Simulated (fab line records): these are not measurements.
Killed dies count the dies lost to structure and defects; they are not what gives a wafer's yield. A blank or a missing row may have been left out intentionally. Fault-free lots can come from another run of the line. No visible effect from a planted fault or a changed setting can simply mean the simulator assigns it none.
fab line records -- flow n5-finfet
[record] lots = 6, wafers = 18, last-day = 19
route steps=1938 shown BEOL_M3@979 PASSIVATION@1936
lots that met no fault: taken from a fault-free run of the same line
start-h: start of the lot's first displayed wafer, in hours after the record's first day -- wait-h: hours elapsed since this lot's preceding step -- " same as the row above -- L1.1+2: one row covering several wafers at once -- - no value present, or no start provided -- * or withheld: withheld -- < > ~ a bound
route shown NAME@n: names a module that has steps shown in the file, with the first one's number in the route -- usual: mean and standard deviation over wafers with no fault -- same: alike in all rows -- chamber/n: place in a boat -- sites: each site's reading -- _std_site: standard deviation across them -- _edge_site: inner sites' mean taken away from outer sites' mean -- radius-mm: how far each site lies from the wafer's centre -- mask NAME#n: copy n -- behind: tool/chamber where the wafer was last shaped -- hold: cause of the lot's hold/its duration in hours/its outcome -- device: the transistor (n, p or np) that didn't switch -- end of line: tests of these same wafers at the route's end -- a step with no rows: only its recipe -- killed: the dies lost at the first sort to structure and to defects; this is not the yield of the wafer -- map: shows each die of a wafer: x if killed, . if not, _ if none is there
set.NAME: the setting as run; set.NAME@STEP: as run at that earlier step -- model.NAME: the simulator's own value behind a step, which no gauge read
lots at some steps of the route; a table a step, a row a wafer
services: from which hour (start-h, from the record's first day; less than 0 if before it) a tool's chamber was out of use, for how many hours, and why
[[steps]]
[step N5_BEOL_M3_STRIP_36]
[recipe] chemistry = N2/H2, power-w = 450, temp-c = 40, pressure-mtorr = 20, rf-frequency-hz = 6e+07, overash-fraction = 0.3, bias-power-w = 7, h2-frac = 0.5, n2-flow-sccm = 200, h2-flow-sccm = 200
[step N5_BEOL_M3_TRENCH_ETCH_37]
[recipe] chemistry = C4F6/O2, target-depth-a = 555.55, target = SiOC, time-s = 29.2, ion-energy-ev = 250, pressure-mtorr = 30, source-w = 355, bias-w = 185, Ar_flow_sccm = 300, C4F6_flow_sccm = 10, O2_flow_sccm = 10
[step N5_BEOL_M3_ETCH_41]
[recipe] chemistry = CH3F/O2, target = SiCN, target-depth-a = 299, taper-deg = 2, time-s = 52.5, ion-energy-ev = 120, mask-material = TiN, pressure-mtorr = 30, source-w = 395, bias-w = 75, Ar_flow_sccm = 150, CH3F_flow_sccm = 30, O2_flow_sccm = 20
[step N5_BEOL_M3_STRIP_97]
[recipe] chemistry = N2/H2, time-s = 10, power-w = 450, temp-c = 40, pressure-mtorr = 20, rf-frequency-hz = 6e+07, bias-power-w = 7, n2-flow-sccm = 200, h2-flow-sccm = 200
[step N5_BEOL_M3_OCD_MEAS_38]
[usual] trench-depth-nm = 54.7/0.85
lot.wafer,tool,chamber,start-h,wait-h,trench-depth-nm
L956.1,ocd-02,-,184.60,-,54.8
L956.3,ocd-02,-,184.60,-,55.3
L956.5,ocd-02,-,184.60,-,54.7
L964.2,ocd-01,-,226.35,-,53.3
L964.3,ocd-01,-,226.35,-,54.9
L964.5,ocd-01,-,226.35,-,54.0
L966.1,ocd-01,-,246.11,-,56.5
L966.3,ocd-01,-,246.11,-,53.9
L966.6,ocd-01,-,246.11,-,56.0
L976.4,ocd-01,-,307.01,-,57.0
L976.5,ocd-01,-,307.01,-,54.8
L976.6,ocd-01,-,307.01,-,54.9
L975.1,ocd-01,-,307.47,-,55.7
L975.3,ocd-01,-,307.47,-,55.2
L975.4,ocd-01,-,307.47,-,55.2
L978.2,ocd-01,-,318.49,-,54.9
L978.4,ocd-01,-,318.49,-,56.4
L978.6,ocd-01,-,318.49,-,55.6
[step N5_BEOL_M3_HM_STRIP_39]
[recipe] chemistry = peroxide-tin-strip, material = TiN, target-depth-a = 250, temp-c = 50, time-s = 158
[step N5_BEOL_M3_SRD_40]
[recipe] time-s = 30, temp-c = 23, rinse-liquid = diw, dry = ipa-marangoni
[step N5_BEOL_M3_PRECLEAN_42]
[recipe] chemistry = residue-remover, time-s = 60, temp-c = 40
[step N5_BEOL_M3_SRD_43]
[recipe] time-s = 30, temp-c = 23, rinse-liquid = diw, dry = ipa-marangoni
[step N5_BEOL_M3_CD_MEAS_35]
[recipe] target-cd-nm = 18, target-cd-y-nm = 21, polarity = opening
[usual] cd-nm = 17.8/0.34
lot.wafer,tool,chamber,start-h,wait-h,cd-nm
L956.1,cd-sem-01,-,184.75,0.0,17.9
L956.3,cd-sem-01,-,184.75,0.0,18.3
L956.5,cd-sem-01,-,184.75,0.0,18.3
L964.2,cd-sem-02,-,226.50,0.0,17.6
L964.3,cd-sem-02,-,226.50,0.0,18.0
L964.5,cd-sem-02,-,226.50,0.0,17.9
L966.1,cd-sem-03,-,246.26,0.0,17.6
L966.3,cd-sem-03,-,246.26,0.0,18.0
L966.6,cd-sem-03,-,246.26,0.0,18.0
L976.4,cd-sem-03,-,307.16,0.0,17.6
L976.5,cd-sem-03,-,307.16,0.0,17.9
L976.6,cd-sem-03,-,307.16,0.0,17.1
L975.1,cd-sem-03,-,307.62,0.0,17.4
L975.3,cd-sem-03,-,307.62,0.0,17.6
L975.4,cd-sem-03,-,307.62,0.0,17.2
L978.2,cd-sem-03,-,318.65,0.0,17.6
L978.4,cd-sem-03,-,318.65,0.0,17.6
L978.6,cd-sem-03,-,318.65,0.0,18.3
[step N5_BEOL_M3_DEGAS_44]
[recipe] ambient = vacuum, temp-c = 250, time-s = 60
[step N5_BEOL_M3_PRE_CLEAN_45]
[recipe] gas = H2/He, time-s = 30, temp-c = 250
[step N5_BEOL_M3_ALD_84]
[recipe] material = TaN, target-thk-a = *, temp-c = 275, ald-precursor-family = PDMAT, ald-co-reactant = NH3, pressure-torr = 3, carrier-flow-sccm = 1500, pulse-time-s = 2, purge-time-s = 3, co-reactant-purge-time-s = 2, co-reactant-pulse-time-s = 3, ald-cycles = 30, precursor-vessel-temp-c = 75, precursor-vessel-pressure-torr = 26.25, precursor-vessel-carrier-sccm = 1000
[usual] heater-power-w = 418/41, precursor-vessel-carrier-sccm = 1000/3.2
[same] pulse-time-s = 2
lot.wafer,tool,chamber,start-h,wait-h,heater-power-w,precursor-vessel-carrier-sccm
L956.1,ald-metal-03,2,185.14,0.0,381,1001
L956.3,ald-metal-03,0,185.14,0.0,496,997
L956.5,ald-metal-03,1,185.14,0.0,398,1002
L964.2,ald-metal-03,2,226.88,0.0,394,1000
L964.3,ald-metal-03,1,226.88,0.0,388,995
L964.5,ald-metal-03,2,226.88,0.0,389,1005
L966.1,ald-metal-03,3,246.64,0.0,450,1005
L966.3,ald-metal-03,1,246.64,0.0,395,999
L966.6,ald-metal-03,0,246.64,0.0,491,999
L976.4,ald-metal-02,2,307.59,0.1,395,996
L976.5,ald-metal-02,3,307.59,0.1,409,1005
L976.6,ald-metal-02,2,307.59,0.1,387,998
L975.1,ald-metal-03,3,308.16,0.0,439,1001
L975.3,ald-metal-03,0,308.16,0.0,481,995
L975.4,ald-metal-03,1,308.16,0.0,391,1004
L978.2,ald-metal-03,0,319.17,0.0,483,999
L978.4,ald-metal-03,1,319.17,0.0,399,997
L978.6,ald-metal-03,2,319.17,0.0,391,999
[step N5_BEOL_M3_SURFACE_TREAT_85]
[recipe] gas = Ar, time-s = *, ion-energy-ev = *, ion-current-ma-cm2 = 0.5, pressure-mtorr = *, ar-flow-sccm = 30
[step N5_BEOL_M3_CVD_47]
[recipe] material = Co, target-thk-a = 30, temp-c = withheld, precursor = CCTBA/H2, pressure-torr = 30, time-s = 223.8
[step N5_BEOL_M3_SPUTTER_48]
[recipe] material = Cu, target-thk-a = 45, temp-c = -20, chamber-pressure-pa = 0.07, power-w = withheld, time-s = 8.29
[step N5_BEOL_M3_ANNEAL_49]
[recipe] temp-c = 400, time-s = 240, ambient = vacuum
[step N5_BEOL_M3_SPUTTER_79]
[recipe] material = Cu, target-thk-a = 45, temp-c = -20, chamber-pressure-pa = 0.07, power-w = withheld, time-s = 8.29
[step N5_BEOL_M3_ANNEAL_80]
[recipe] temp-c = 400, time-s = 240, ambient = vacuum
[usual] heater-power-w = 864/71
lot.wafer,tool,chamber,start-h,wait-h,heater-power-w
L956.1,pvd-sputter-03,-,186.50,0.0,938
L956.3,pvd-sputter-03,-,186.50,0.0,885
L956.5,pvd-sputter-03,-,186.50,0.0,696
L964.2,pvd-sputter-01,-,227.74,0.0,952
L964.3,pvd-sputter-01,-,227.74,0.0,927
L964.5,pvd-sputter-01,-,227.74,0.0,888
L966.1,pvd-sputter-03,-,247.51,0.0,884
L966.3,pvd-sputter-03,-,247.51,0.0,972
L966.6,pvd-sputter-03,-,247.51,0.0,964
L976.4,pvd-sputter-02,-,308.71,0.0,867
L976.5,pvd-sputter-02,-,308.71,0.0,817
L976.6,pvd-sputter-02,-,308.71,0.0,932
L975.1,pvd-sputter-03,-,310.05,0.0,990
L975.3,pvd-sputter-03,-,310.05,0.0,880
L975.4,pvd-sputter-03,-,310.05,0.0,739
L978.2,pvd-sputter-02,-,320.86,0.0,921
L978.4,pvd-sputter-02,-,320.86,0.0,838
L978.6,pvd-sputter-02,-,320.86,0.0,852
[step N5_BEOL_M3_SPUTTER_81]
[recipe] material = Cu, target-thk-a = 45, temp-c = -20, chamber-pressure-pa = 0.07, power-w = withheld, time-s = 8.29
[usual] throttle-valve-pct = 29.9/0.96
lot.wafer,tool,chamber,start-h,wait-h,throttle-valve-pct
L956.1,pvd-sputter-03,-,186.64,0.1,28.6
L956.3,pvd-sputter-03,-,186.64,0.1,29.5
L956.5,pvd-sputter-03,-,186.64,0.1,30.9
L964.2,pvd-sputter-01,-,227.88,0.1,29.0
L964.3,pvd-sputter-01,-,227.88,0.1,32.1
L964.5,pvd-sputter-01,-,227.88,0.1,31.3
L966.1,pvd-sputter-03,-,247.65,0.1,29.5
L966.3,pvd-sputter-03,-,247.65,0.1,28.6
L966.6,pvd-sputter-03,-,247.65,0.1,28.5
L976.4,pvd-sputter-02,-,308.85,0.1,29.0
L976.5,pvd-sputter-02,-,308.85,0.1,30.6
L976.6,pvd-sputter-02,-,308.85,0.1,29.5
L975.1,pvd-sputter-03,-,310.19,0.1,28.5
L975.3,pvd-sputter-03,-,310.19,0.1,29.9
L975.4,pvd-sputter-03,-,310.19,0.1,30.4
L978.2,pvd-sputter-02,-,321.00,0.1,29.1
L978.4,pvd-sputter-02,-,321.00,0.1,29.4
L978.6,pvd-sputter-02,-,321.00,0.1,29.0
[step N5_BEOL_M3_ANNEAL_82]
[recipe] temp-c = 400, time-s = 240, ambient = vacuum
[step N5_BEOL_M3_SPUTTER_86]
[recipe] material = Cu, target-thk-a = 45, temp-c = -20, chamber-pressure-pa = 0.07, power-w = withheld, time-s = 8.29
[usual] throttle-valve-pct = 29.9/0.95
lot.wafer,tool,chamber,start-h,wait-h,throttle-valve-pct
L956.1,pvd-sputter-03,-,186.86,0.1,28.3
L956.3,pvd-sputter-03,-,186.86,0.1,29.4
L956.5,pvd-sputter-03,-,186.86,0.1,30.8
L964.2,pvd-sputter-01,-,228.10,0.1,28.8
L964.3,pvd-sputter-01,-,228.10,0.1,32.2
L964.5,pvd-sputter-01,-,228.10,0.1,30.8
L966.1,pvd-sputter-03,-,247.87,0.1,29.9
L966.3,pvd-sputter-03,-,247.87,0.1,28.4
L966.6,pvd-sputter-03,-,247.87,0.1,28.9
L976.4,pvd-sputter-02,-,309.07,0.1,29.0
L976.5,pvd-sputter-02,-,309.07,0.1,30.6
L976.6,pvd-sputter-02,-,309.07,0.1,29.1
L975.1,pvd-sputter-03,-,310.41,0.1,28.5
L975.3,pvd-sputter-03,-,310.41,0.1,29.5
L975.4,pvd-sputter-03,-,310.41,0.1,30.5
L978.2,pvd-sputter-02,-,321.22,0.1,29.5
L978.4,pvd-sputter-02,-,321.22,0.1,29.2
L978.6,pvd-sputter-02,-,321.22,0.1,29.5
[step N5_BEOL_M3_ANNEAL_87]
[recipe] temp-c = 400, time-s = 240, ambient = vacuum
[step N5_BEOL_M3_SPUTTER_88]
[recipe] material = Cu, target-thk-a = 45, temp-c = -20, chamber-pressure-pa = 0.07, power-w = withheld, time-s = 8.29
[step N5_BEOL_M3_ANNEAL_89]
[recipe] temp-c = 400, time-s = 240, ambient = vacuum
[step N5_BEOL_M3_SPUTTER_90]
[recipe] material = Cu, target-thk-a = 45, temp-c = -20, chamber-pressure-pa = 0.07, power-w = withheld, time-s = 8.29
[usual] throttle-valve-pct = 29.9/0.97
lot.wafer,tool,chamber,start-h,wait-h,throttle-valve-pct
L956.1,pvd-sputter-03,-,187.30,0.1,28.5
L956.3,pvd-sputter-03,-,187.30,0.1,29.3
L956.5,pvd-sputter-03,-,187.30,0.1,30.5
L964.2,pvd-sputter-01,-,228.54,0.1,28.9
L964.3,pvd-sputter-01,-,228.54,0.1,32.2
L964.5,pvd-sputter-01,-,228.54,0.1,31.1
L966.1,pvd-sputter-03,-,248.31,0.1,29.7
L966.3,pvd-sputter-03,-,248.31,0.1,28.5
L966.6,pvd-sputter-03,-,248.31,0.1,28.4
L976.4,pvd-sputter-02,-,309.51,0.1,28.9
L976.5,pvd-sputter-02,-,309.51,0.1,30.7
L976.6,pvd-sputter-02,-,309.51,0.1,29.3
L975.1,pvd-sputter-03,-,310.85,0.1,28.5
L975.3,pvd-sputter-03,-,310.85,0.1,29.4
L975.4,pvd-sputter-03,-,310.85,0.1,30.6
L978.2,pvd-sputter-02,-,321.66,0.1,29.5
L978.4,pvd-sputter-02,-,321.66,0.1,29.1
L978.6,pvd-sputter-02,-,321.66,0.1,29.1
[step N5_BEOL_M3_ANNEAL_91]
[recipe] temp-c = 400, time-s = 240, ambient = vacuum
[step N5_BEOL_M3_SPUTTER_92]
[recipe] material = Cu, target-thk-a = 45, temp-c = -20, chamber-pressure-pa = 0.07, power-w = withheld, time-s = 8.29
[step N5_BEOL_M3_ANNEAL_93]
[recipe] temp-c = 400, time-s = 240, ambient = vacuum
[step N5_BEOL_M3_SPUTTER_94]
[recipe] material = Cu, target-thk-a = 45, temp-c = -20, chamber-pressure-pa = 0.07, power-w = withheld, time-s = 8.29
[step N5_BEOL_M3_ANNEAL_95]
[recipe] temp-c = 400, time-s = 240, ambient = vacuum
[step N5_BEOL_M3_SPUTTER_96]
[recipe] material = Cu, target-thk-a = 45, temp-c = -20, chamber-pressure-pa = 0.07, power-w = withheld, time-s = 8.29
[step N5_BEOL_M3_ECD_50]
[recipe] material = Cu, target-thk-a = 3000
[step N5_BEOL_M3_ANNEAL_51]
[recipe] temp-c = 225, time-s = 90, ambient = N2
[step N5_BEOL_M3_CMP_52]
[recipe] stop-on = SiOC, t-overpolish-s = 6.8, down-force-psi = 1, platen-rpm = 50, clearing-platen-down-force-psi = 1.5, clearing-platen-rpm = 50, post-cmp-clean = cu-alkaline, target-thk-nm = 40, clearing-platen-pad-velocity-m-s = 0.99484, pad-velocity-m-s = 0.99484
[step N5_BEOL_M3_THK_MEAS_53]
[recipe] thk-meas-gauge = xrf, reads = Cu_of_BEOL_M3_ECD_50
[usual] M3_THK = 40.5/1.7
lot.wafer,tool,chamber,start-h,wait-h,M3_THK[nm]
L956.1,film-metro-01,-,188.76,-,38.7
L956.3,film-metro-01,-,188.76,-,39.9
L956.5,film-metro-01,-,188.76,-,40.3
L964.2,film-metro-01,-,230.44,-,39.1
L964.3,film-metro-01,-,230.44,-,38.7
L964.5,film-metro-01,-,230.44,-,41.5
L966.1,film-metro-02,-,249.76,-,39.7
L966.3,film-metro-02,-,249.76,-,43.2
L966.6,film-metro-02,-,249.76,-,39.4
L976.4,film-metro-01,-,311.01,-,42.0
L976.5,film-metro-01,-,311.01,-,43.8
L976.6,film-metro-01,-,311.01,-,44.2
L975.1,film-metro-01,-,312.31,-,39.4
L975.3,film-metro-01,-,312.31,-,42.6
L975.4,film-metro-01,-,312.31,-,42.2
L978.2,film-metro-02,-,323.18,-,39.0
L978.4,film-metro-02,-,323.18,-,42.7
L978.6,film-metro-02,-,323.18,-,43.7
[step N5_BEOL_M3_PRE_CLEAN_60]
[recipe] gas = NH3/H2, time-s = 15, temp-c = *, rf-power-w = 300
[step N5_BEOL_M3_CO_CAP_55]
[recipe] material = Co, target-thk-a = 20, temp-c = 200, precursor = CCTBA/H2, pressure-torr = 30, time-s = 102.1
[usual] heater-power-w = 253/12
lot.wafer,tool,chamber,start-h,wait-h,heater-power-w
L956.1,cvd-co-02,1,188.84,0.0,257
L956.3,cvd-co-02,0,188.84,0.0,255
L956.5,cvd-co-02,0,188.84,0.0,256
L964.2,cvd-co-01,1,230.52,0.0,248
L964.3,cvd-co-01,0,230.52,0.0,250
L964.5,cvd-co-01,1,230.52,0.0,246
L966.1,cvd-co-01,2,249.83,0.0,271
L966.3,cvd-co-01,1,249.83,0.0,240
L966.6,cvd-co-01,2,249.83,0.0,275
L976.4,cvd-co-02,0,311.12,0.0,261
L976.5,cvd-co-02,1,311.12,0.0,247
L976.6,cvd-co-02,2,311.12,0.0,244
L975.1,cvd-co-02,0,312.44,0.0,259
L975.3,cvd-co-02,2,312.44,0.0,247
L975.4,cvd-co-02,0,312.44,0.0,260
L978.2,cvd-co-02,2,323.39,0.0,243
L978.4,cvd-co-02,2,323.39,0.0,247
L978.6,cvd-co-02,2,323.39,0.0,239
[step N5_BEOL_M3_PRE_CLEAN_56]
[recipe] gas = NH3, time-s = 15, temp-c = withheld, rf-power-w = 300
[step N5_BEOL_M3_DEP_57]
[recipe] material = SiCN, target-thk-a = 80, temp-c = withheld, precursor = 3MS/NH3, pressure-torr = 3, rf-w = 202, time-s = 14
[step N5_BEOL_M3_RS_MEAS_58]
[recipe] thk-meas-gauge = four-point-probe, reads = Co_of_BEOL_M3_CO_CAP_55+Cu_of_BEOL_M3_ECD_50+Co_of_BEOL_M3_CVD_47+TaN_of_BEOL_M3_ALD_84
[usual] M3_RS = 0.68/0.036
lot.wafer,tool,chamber,start-h,wait-h,M3_RS[ohm/sq]
L956.1,film-metro-02,-,189.02,0.0,0.73
L956.3,film-metro-02,-,189.02,0.0,0.70
L956.5,film-metro-02,-,189.02,0.0,0.69
L964.2,film-metro-02,-,230.71,0.1,0.71
L964.3,film-metro-02,-,230.71,0.1,0.72
L964.5,film-metro-02,-,230.71,0.1,0.66
L966.1,film-metro-02,-,250.02,0.0,0.71
L966.3,film-metro-02,-,250.02,0.0,0.64
L966.6,film-metro-02,-,250.02,0.0,0.71
L976.4,film-metro-01,-,311.29,0.0,0.65
L976.5,film-metro-01,-,311.29,0.0,0.62
L976.6,film-metro-01,-,311.29,0.0,0.61
L975.1,film-metro-02,-,312.63,0.0,0.69
L975.3,film-metro-02,-,312.63,0.0,0.63
L975.4,film-metro-02,-,312.63,0.0,0.64
L978.2,film-metro-02,-,323.61,0.1,0.72
L978.4,film-metro-02,-,323.61,0.1,0.64
L978.6,film-metro-02,-,323.61,0.1,0.62
[step N5_PASSIVATION_PROBE_49]
[usual] defect-limited-yield = 91.3/1.3, killed_at_M0_to_M3 = 34/9.1, killed_at_M4_up = 14/5.6, killed-at-contacts = 13/5.9, killed-at-front-end = 39/11, killed-at-other = 3.6/3, killed-dies = 102/16, killed-open = 68/12, killed-short = 33/7.3, sort_bin_5_function = 5.2/0.89, sort_bin_6_memory = 3.2/0.68, sort-n-pass = 1078/16, sort-yield-pct = 91.3/1.3
[same] gross-dies = 1180, killed-at-back-side = 0, sort_bin_4_leakage[%] = 0, sort_bin_8_speed[%] = 0
lot.wafer,tool,chamber,start-h,wait-h,defect-limited-yield[%],killed_at_M0_to_M3,killed_at_M4_up,killed-at-contacts,killed-at-front-end,killed-at-other,killed-dies,killed-open,killed-short,sort_bin_5_function[%],sort_bin_6_memory[%],sort-n-pass,sort-yield-pct[%]
L964.2,prober-02,-,348.84,0.1,81.8,115,12,6,80,2,215,70,47,10.7,4.9,965,81.8
L964.3,prober-02,-,348.89,0.1,80.6,134,18,17,58,2,229,93,37,12.0,5.8,951,80.6
L964.5,prober-02,-,348.99,0.2,81.2,137,14,16,55,0,222,91,47,11.1,5.6,958,81.2
L966.1,prober-01,-,368.32,0.0,81.4,147,12,13,41,7,220,68,39,12.2,4.7,960,81.4
L966.3,prober-01,-,368.42,0.1,81.1,136,19,7,60,1,223,76,36,11.2,5.8,957,81.1
L966.6,prober-01,-,368.57,0.3,82.2,128,30,6,39,7,210,69,38,10.8,5.2,970,82.2
// killed by level:class
L964.2 BEOL_M3:unspecified=87 FIN_SAQP:geometric-particle:open=16 GATE_CUT:geometric-particle:short=15 FIN_SAQP:geometric-particle:short=11 HKMG_FIN:area-etch=11 STI_FIN_REVEAL:geometric-particle:open=10 BEOL_M0_SAQP:geometric-particle:open=9 BEOL_M2:geometric-particle:open=7
L964.3 BEOL_M3:unspecified=98 STI_FIN_REVEAL:geometric-particle:open=19 MOL_CONTACT_COAG:geometric-particle:open=15 BEOL_M2:geometric-particle:open=13 GATE_CUT:geometric-particle:short=9 FIN_SAQP:geometric-particle:open=8 BEOL_M4:geometric-particle:open=7 BEOL_M1:geometric-particle:open=6
L964.5 BEOL_M3:unspecified=84 FIN_SAQP:geometric-particle:short=16 MOL_CONTACT_COAG:geometric-particle:open=14 FIN_SAQP:geometric-particle:open=13 BEOL_M3:geometric-particle:open=12 BEOL_M1:geometric-particle:open=9 BEOL_M2:geometric-particle:open=8 BEOL_M0_SAQP:geometric-particle:open=8
L966.1 BEOL_M3:unspecified=108 FIN_SAQP:geometric-particle:short=14 BEOL_M2:geometric-particle:open=13 FIN_SAQP:geometric-particle:open=12 MOL_CONTACT_COAG:geometric-particle:open=9 BEOL_M0_SAQP:geometric-particle:open=8 BEOL_M0_SAQP:geometric-particle:short=8 BEOL_M4:geometric-particle:open=6
L966.3 BEOL_M3:unspecified=109 FIN_SAQP:geometric-particle:open=26 FIN_SAQP:geometric-particle:short=16 BEOL_M4:geometric-particle:open=13 BEOL_M2:geometric-particle:open=8 DUMMY_GATE:geometric-particle:open=6 MOL_CONTACT_COAG:geometric-particle:open=5 BEOL_M0_SAQP:geometric-particle:short=5
L966.6 BEOL_M3:unspecified=102 BEOL_M4:geometric-particle:open=18 FIN_SAQP:geometric-particle:short=14 FIN_SAQP:geometric-particle:open=12 BEOL_M0_SAQP:geometric-particle:open=8 BEOL_M0_SAQP:geometric-particle:short=8 BEOL_M5:geometric-particle:open=5 MOL_CONTACT_COAG:geometric-particle:open=5
// map L964.3 (x killed, . not)
_________________...........x________________
______________......x.x.x......._____________
___________.x...............x......__________
__________....xx.xx................._________
________.....................x........_______
_______........xx..x....x.x...x........______
______.x........x..x.........x.........._____
_____x.................x...x...........x.____
____......x..x......xx........x......x....___
___xx.x....x.x............x.x...x.....xxx..__
___.x..........x................x.x........__
__..x....xx.....x............x...xx........._
__.....x......................xx.xx..x......_
_............xx........xxx.xxxxxxxxxx.......x
_............x.x..........xxxxxxxxxxx..x.....
_.x...x..................xx.xxxxxxxxxxxx.....
_..........................xxxxxxxxxxx..xx...
_.....x.................xxxxxxxxxxxxxxxx....x
_...............x....x.....xxxxxxxxxx.x.x....
_x..x.......x.....x.....x....xxxxxxxx....x...
_.x.......................x.xxx.xxxxx.....x..
__...................x.x.x..x...x.x..x..x..._
__....x....................x...x............_
___...............x.................x......__
___....x................x..x.......x...x...__
____...x..x...................x..x....xx..___
_____.....x........x............x........____
______..x................xx.....xx.....x_____
_______..x.....x....................x..______
________....x......x..........x......._______
__________.....x.x......x.x.x......._________
___________....x.......x...x.......__________
______________.xxx.....x.x......_____________
_________________.........x.x________________
// map L966.3 (x killed, . not)
_________________............________________
______________x................._____________
___________......x...x...x........x__________
__________x...x....x...x............_________
________...........x....x............._______
_______.......x..................x.....______
______.................................._____
_____................x.......x..x...x....____
____......................................___
___.........x........x.x.x....x..x.........__
___x..x.............x.x.....x....xx....x...__
__.......x....x....xx..x.....xx.xx...x......_
__....................x........xxxx...x....._
_...........x........x.....xxxxxxxxxx.xx.....
_........................x.xxxxxxxxxxxx....x.
_.......x.................xxxxxxxxxxxxxxxx.x.
_..x..x.x............x...x.xxxxxxxxxxx.x....x
_....xx..................x..xxxxxxxxx..x.....
_....x.........x......x..x.xxxxxxxxxxxxx.....
_....x..........x.........xxxxxxxxxxx.x...x..
_....x............x...x...x.xxxxxxxxx..x...x.
__.......x............x...x....x...x.x......_
__..............x...........x.x......x......_
___xx........x........x....x...........x...__
___.....................................x..__
____...........xx.x.....x.................___
_____...........x....x.x..........x...x.x____
______x............x.x...........x......_____
_______...xx........x..................______
________........x...............xx...._______
__________......x.xx......x.x..x...._________
___________......x..x.x..xx......x.__________
______________.x............x..._____________
_________________........x...________________
[[services]]
tool,chamber,start-h,hours,kind
ald-metal-03,-,177.84,2.8,pm
pvd-sputter-02,-,180.38,6.8,repair
pvd-sputter-01,-,185.31,8.9,repair
ald-metal-03,-,191.29,2.8,repair
ald-metal-02,-,215.29,2.8,pm
cvd-co-02,-,230.68,70.6,repair
ald-metal-02,-,255.41,0.9,repair
cvd-co-01,2,256.57,4.6,repair
cvd-co-01,0,284.64,13.4,repair
ald-metal-02,-,288.90,1.4,repair
ald-metal-02,2,291.72,13.6,repair
cvd-co-01,-,301.24,28.1,pm
cvd-co-02,1,313.91,14.4,repair
ald-metal-03,-,320.99,8.7,pm
[[key]]
[first-sign] step = N5_PASSIVATION_PROBE_49, reading = killed_at_M0_to_M3, direction = up, sigmas = 11, usual = 34, struck = 133
[effect] step = N5_PASSIVATION_PROBE_49, reading = defect-limited-yield, direction = down, sigmas = 7.6, usual = 91.3, struck = 81.4
[more-kills-born-at] N5_BEOL_M3_ALD_84@ald-metal-03 = 588
met-at N5_BEOL_M3_ALD_84
struck-wafers L964.2,L964.3,L964.5,L966.1,L966.3,L966.6
[baseline-loss] step = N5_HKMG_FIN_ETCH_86, wafers = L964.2
onset-between 185.14 226.88
also-fits N5_BEOL_M3_CO_CAP_55:cvd-co-01
[fault] kind = chamber-particle-source, tool = ald-metal-03, chamber = -, onset-h = 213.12, steps = N5_BEOL_M3_ALD_84, rate-per-visit-cm2 = 0.51083, end-h = 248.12
// baseline-loss: these wafers lose ten dies or more at that step, a loss of the line's own and not of a fault; the sort's usual values leave them out
